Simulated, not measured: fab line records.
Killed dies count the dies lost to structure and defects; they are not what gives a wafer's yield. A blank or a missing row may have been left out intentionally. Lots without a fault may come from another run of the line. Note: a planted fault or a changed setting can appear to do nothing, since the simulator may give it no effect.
Problem report, 8D (eight disciplines) form, completed by code || flow n5_finfet || the parts of the form that need people (team, actions taken, sign-off) are left out

## 1. THE PROBLEM
At N5_BEOL_M9_CMP_52, time_to_endpoint_s averages 43 s over 5 wafers from 2 lots, while fault-free wafers read 67 s, standard deviation 3.5. Relative to the usual mean, that is a shift of -6.9 standard deviations.
The step: polishes, stops on SiCOH lowk, t overpolish 7 s, target thk 140 nm.
First observed at day 12 23:38: wafer L750.4, on cmp-03. The record has a number at this step for 32 wafers belonging to 11 lots. The rule behind "out" and "out of limits": a value lying over 4 standard deviations away from the usual mean. The rest of the wafers with a number are treated as sound.

## 2. WHAT THIS IS AND IS NOT
{"question": "which readings at this step", "is": "time_to_endpoint_s", "is not": "motor_current_A, slurry_filter_dp_kPa"}
{"question": "which lots", "is": "L750, L751", "is not": "L746, L748, L749, L758, L760, L762, L763, L764, L765"}
{"question": "which wafers of those lots", "is": "L750.2, L750.4, L750.5, L751.4, L751.5", "is not": "L751.1"}
{"question": "read on which tools", "is": "cmp-03, cmp-04", "is not": "cmp-01"}
{"question": "when", "is": "from day 12 23:38", "is not": "up to then (8 sound wafers); but 19 sound wafers of L751, L758, L760, L762, L763, L764, L765 came after"}

## 3. SUSPECTS, AND WHAT RULES EACH OUT
Counting: any tool at a process step up to the reading remains a suspect provided it ran every lot that is out. Sound lots after the first of them don't rule it out here, since some wafers of a struck lot are sound.
- ecd_cu-01 at N5_BEOL_M9_ECD_50 (material Cu, target thk 318 nm): kept. It ran every lot that is out, first L750 (day 12 23:09); its last sound lot up to then is L748 (day 11 15:44).
Remaining after the count: ecd_cu-01 at N5_BEOL_M9_ECD_50.

## 4. THE CAUSE (what the simulator had put in)
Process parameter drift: ecd_cu-01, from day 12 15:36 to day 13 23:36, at N5_BEOL_M9_ECD_50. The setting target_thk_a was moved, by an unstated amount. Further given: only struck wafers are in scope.
Counting left only this tool.

## 5. THE CHAIN OF EFFECTS, in route order
Each row: a reading whose mean over the struck wafers that have a number lies more than 3 standard deviations from the usual. Only readings for which the record gives a usual standard deviation are gone through. hours: the time from each lot's start at the first step in this table that gives one to its start at this step, as a median over the lots. sigmas: the change in usual standard deviations.
{"hours": 0, "step": "N5_BEOL_M9_CMP_52", "reading": "time_to_endpoint_s", "usual": "67 s", "on struck wafers": 43, "change": -24, "sigmas": -6.9}
Its process steps:
- N5_BEOL_M9_CMP_52: polishes, stops on SiCOH lowk, t overpolish 7 s, target thk 140 nm.

## 6. WHAT WOULD HAVE CAUGHT IT SOONER
The fault began at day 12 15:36; the first out-of-limits reading in this record came at day 12 23:38, 8 hours later.
L751, from the lots that are out (2), started N5_BEOL_M9_ECD_50 on ecd_cu-01 later than day 12 23:38. Putting the tool on hold at that point would have spared it.
